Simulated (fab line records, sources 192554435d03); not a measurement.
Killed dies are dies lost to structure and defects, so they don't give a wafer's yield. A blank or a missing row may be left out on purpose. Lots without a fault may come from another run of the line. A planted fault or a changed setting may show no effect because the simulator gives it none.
A struck lot beside a sound one | flow n5_finfet | 14 steps out of a route of 1938
Sound: wafers L582.2, L582.3, L582.6. Struck: wafers L587.3, L587.5, L587.6. The cause comes at the end.
At each step with rows: each side's tool, then ch and its chambers, then its first start. Under that, the readings that differ: sound wafers | struck wafers | difference of the means | sigmas: that difference in standard deviations of wafers without a fault.
alike: readings whose means differ by less than 2 such deviations, and words and numbers that are the same on both sides. not compared: withheld readings, readings that some wafer has no value for, bounds like >300 that may hide the same value, and numbers for which the record gives no deviation and whose values overlap.
The two part at a step that has a row with sigmas, a row that says differs or no value, or rows on one side only. Numbers that don't overlap but have no deviation are shown without sigmas and don't part them. A reading that every wafer of one side lacks parts them only if that side has two wafers or more.

N5_MIM_BOT_DEGAS_01: time 60 s.
  sound on pvd_sputter-01, day 12 05:34; struck on pvd_sputter-02, day 12 23:07
  alike: heater_power_w
N5_MIM_BOT_SPUTTER_00: material TiN, target thk 35 nm, time 89.7 s.
  sound on pvd_sputter-01, day 12 05:36; struck on pvd_sputter-02, day 12 23:09
  alike: cathode_dc_power_W, throttle_valve_pct
N5_MIM_TOP_ALD_00: deposits Al2O3, purge time 3 s, co reactant pulse time 3 s.
  sound on ald_hk-03 ch 1,3, day 12 05:42; struck on ald_hk-01 ch 0,2,3, day 12 23:16
  alike: precursor_pulse_height_rel
then, 1 step without rows for these wafers: N5_MIM_TOP_ALD_01 (deposits HfO2, target thk 5.6 nm, pulse time 1 s, purge time 3 s).
N5_MIM_TOP_ALD_02: deposits Al2O3, purge time 3 s, co reactant pulse time 3 s.
  sound on ald_hk-03 ch 1,3; struck on ald_hk-01 ch 0,2,3
  alike: precursor_pulse_height_rel
N5_MIM_TOP_DEGAS_04: time 60 s.
  sound on pvd_sputter-02, day 12 06:25; struck on pvd_sputter-03, day 13 00:06
  alike: heater_power_w
then, 6 steps without rows for these wafers: N5_MIM_TOP_SPUTTER_03 (material TiN, target thk 35 nm, time 89.7 s); N5_MIM_TOP_LITHO_HMDS_01 (time 60 s); N5_MIM_TOP_LITHO_COAT_02; N5_MIM_TOP_LITHO_EBR_04; N5_MIM_TOP_LITHO_SOFTBAKE_03 (time 90 s); N5_MIM_TOP_LITHO_EXPOSE_05 (exposes mask MIM TOP, target cd 2000 nm).
N5_MIM_TOP_LITHO_PEB_06:
  sound on litho_track-01 ch 0, day 12 06:44; struck on litho_track-02, day 13 00:25
  reading         | sound          | struck | difference                    | sigmas
  exhaust_pa (Pa) | 43.3 44.7 44.1 | - - -  | no value on the struck wafers |
  not compared: chill_plate_temp_C, peb_time_s
then, 1 step without rows for these wafers: N5_MIM_TOP_LITHO_DEVELOP_07 (develop time 60 s).

WHERE THEY PART
Only at N5_MIM_TOP_LITHO_PEB_06, within this record.

WHY: what the simulator had put in
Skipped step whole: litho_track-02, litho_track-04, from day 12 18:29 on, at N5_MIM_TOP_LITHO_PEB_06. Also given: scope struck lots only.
